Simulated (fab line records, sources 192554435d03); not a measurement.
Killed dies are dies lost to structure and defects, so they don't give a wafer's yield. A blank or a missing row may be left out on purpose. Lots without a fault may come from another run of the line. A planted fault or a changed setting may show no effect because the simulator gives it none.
Chamber matching | flow n5_finfet | N5_BEOL_M3_CO_CAP_55 on cvd_co-01: 3 sister chambers
The step material Co, precursor CCTBA/H2, target thk 2 nm, time 102.1 s. 3 wafers are shown with their chamber, then 12 later ones without.

WAFERS WITH THEIR CHAMBER
wafer  | chamber | heater_power_w (W)
L085.2 | 1       | 258
L088.1 | 2       | 236
L088.4 | 0       | 280

WAFERS WITHOUT THEIR CHAMBER
wafer  | heater_power_w (W)
L091.1 | 230
L091.2 | 261
L091.3 | 278
L095.2 | 253
L095.4 | 284
L095.6 | 238
L096.1 | 233
L096.2 | 278
L096.3 | 264
L097.1 | 258
L097.2 | 237
L097.5 | 237

WHICH CHAMBER EACH WENT THROUGH
wafer  | from the rows above | in truth
L091.1 | 2                   | 2
L091.2 | 1                   | 1
L091.3 | 0                   | 0
L095.2 | 1                   | 1
L095.4 | 0                   | 0
L095.6 | 2                   | 2
L096.1 | 2                   | 2
L096.2 | 0                   | 0
L096.3 | 1                   | 1
L097.1 | 1                   | 1
L097.2 | 2                   | 2
L097.5 | 2                   | 2
Placed correctly: 12 of 12. Can't be placed from these rows: 0. Placed wrongly: 0.
How it was worked out, from the rows above alone: a wafer's distance from a chamber is the root of the sum, over the readings, of the square of ((its reading less the chamber's mean) divided by the reading's scatter). The wafer belongs to the nearest chamber; if the next one is less than 2 further off, it can't be placed. A chamber's mean is the mean of its shown wafers. The scatter: with one shown wafer a chamber, the root of the mean of the squares of how far each hidden wafer lies from its nearest shown one.
